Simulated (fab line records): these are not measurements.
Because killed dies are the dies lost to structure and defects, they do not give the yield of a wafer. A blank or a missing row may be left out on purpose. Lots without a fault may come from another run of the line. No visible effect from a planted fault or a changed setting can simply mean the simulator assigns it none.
Struck lot and sound lot, side by side || flow n5Finfet || 16 steps out of a route of 1938
Sound: these wafers, L802.2, L802.5, L802.6. Wafers L809.2, L809.4, L809.5 were the ones struck. Last of all comes the cause.
Per side, at each step with rows, come the tool, then ch with its chambers, and then its first start. Under that, the readings that differ: sound wafers || struck wafers || difference of the means || sigmas: that difference in standard deviations of wafers without a fault.
alike: readings whose means differ by less than 2 such deviations, and words and numbers that are the same on both sides. not compared: withheld readings, readings that some wafer has no value for, bounds like >300 that may hide the same value, and numbers for which the record gives no deviation and whose values overlap.
A row with sigmas, a row that says differs or no value, or rows on one side alone: a step with any of these is where the two part. When numbers do not overlap yet have no deviation, they are printed without sigmas and do not part them. Lack of a reading on every wafer of one side parts them only where that side has two or more wafers.

first, 6 steps without rows for these wafers: N5_BEOL_M3_COAT_22 (resist thk 30 nm); N5_BEOL_M3_EBR_24; N5_BEOL_M3_SOFTBAKE_23 (time 60 s); N5_BEOL_M3_EXPOSE_25 (exposes mask V2, defocus 5 nm); N5_BEOL_M3_PEB_26 (peb time 60 s); N5_BEOL_M3_DEVELOP_27 (develop time 30 s).
N5_BEOL_M3_CD_MEAS_28: target cd 25.7 nm, target cd y 23.3 nm.
  sound on cdSem-02 ch 0, day 8 05:43; struck on cdSem-01 ch 0, day 9 21:54
  alike: cdNm
N5_BEOL_M3_OVL_MEAS_29:
  sound on overlay-02 ch 0, day 8 05:46; struck on overlay-02 ch 0, day 9 21:56
{"reading": "V2_OVL (nm)", "sound": "1.3 0.2 1.0", "struck": "-1.1 -0.9 -0.3", "difference": -1.6, "sigmas": -2}
N5_BEOL_M3_INSPECT_30: inspects for defects (brightfield).
  sound on defectInspect-02 at day 8 05:49; struck on defectInspect-01 at day 9 21:59
  alike: rawDefectCount
N5_BEOL_M3_DESCUM_33: chemistry O2, time 7 s.
  sound on rieDiel-04 ch 0,2, day 8 05:51; struck on rieDiel-04 ch 1,2, day 9 22:02
  alike: drypumpMotorCurrentA, oesProductAu, rfVppV, showerheadPlenumPTorr, throttleValvePct
  not compared: rfHoursCounterH
N5_BEOL_M3_ETCH_77: etches underlayer in N2/H2, target depth 6.5 nm, time 5.2 s.
  sound on rieDiel-04 ch 0,2, day 8 05:53; struck on rieDiel-04 ch 1,2, day 9 22:04
  alike: drypumpMotorCurrentA, etchRfOnTimeS, oesProductAu, rfVppV, showerheadPlenumPTorr, throttleValvePct
  not compared: rfHoursCounterH
N5_BEOL_M3_ETCH_69: etches SiARC in CF4, target depth 15.6 nm, time 26 s.
  sound on rieDiel-04 ch 0,2, day 8 05:54; struck on rieDiel-04 ch 1,2, day 9 22:05
  alike: drypumpMotorCurrentA, etchRfOnTimeS, oesProductAu, rfVppV, showerheadPlenumPTorr, throttleValvePct
  not compared: rfHoursCounterH
N5_BEOL_M3_ALD_98: deposits SiO2, target thk 2.5 nm, pulse time 1 s, co reactant pulse time 1 s.
  sound on aldSin-02 ch 0,1,3, day 8 06:23; struck on aldSin-01 ch 1,3, day 9 22:10
{"reading": "aldCycles", "sound": "17 17 17", "struck": "29 29 29", "difference": "+12", "sigmas": ""}
{"reading": "model.SiO2_of_BEOL_M3_ALD_98.thkNm (nm)", "sound": "2.4 2.4 2.4", "struck": "4.2 4.2 4.2", "difference": "+1.8", "sigmas": ""}
  alike: heaterPowerW, precursorPulseHeightRel
N5_BEOL_M3_ETCHBACK_99: etches SiO2 in CHF3, target depth 5 nm, time 10.4 s.
  sound on rieDiel-04 ch 0,2, day 8 08:06; struck on rieDiel-04 ch 0,1,2, day 10 01:13
  alike: drypumpMotorCurrentA, oesProductAu, rfVppV, showerheadPlenumPTorr, throttleValvePct
  not compared: rfHoursCounterH
N5_BEOL_M4_RC_MEAS_101:
  sound on prober-01 ch 0, day 9 08:28; struck on prober-01 ch 0, day 10 20:47
{"reading": "IOFF_N (nA/um)", "sound": "0.202 0.230 0.157", "struck": "0.159 0.120 0.136", "difference": -0.058, "sigmas": -3}
{"reading": "IOFF_P (nA/um)", "sound": "0.285 0.307 0.242", "struck": "0.236 0.189 0.224", "difference": -0.062, "sigmas": -2}
{"reading": "SS_P (mV/dec)", "sound": "74.5 74.8 74.1", "struck": "73.0 72.9 73.1", "difference": -1.5, "sigmas": -2}
{"reading": "VT_N (mV)", "sound": "247.1 243.2 247.9", "struck": "250.8 251.8 252.3", "difference": "+5.6", "sigmas": "+2"}
  alike: DIBL_N, DIBL_P, ION_N, ION_P, SS_N, VT_P
next, for these wafers, 1 step has no rows: N5_PASSIVATION_PROBE_49.

== WHERE THEY PART ==
First at N5_BEOL_M3_OVL_MEAS_29; last, within this record, at N5_BEOL_M4_RC_MEAS_101.

WHY: whatever the simulator had introduced
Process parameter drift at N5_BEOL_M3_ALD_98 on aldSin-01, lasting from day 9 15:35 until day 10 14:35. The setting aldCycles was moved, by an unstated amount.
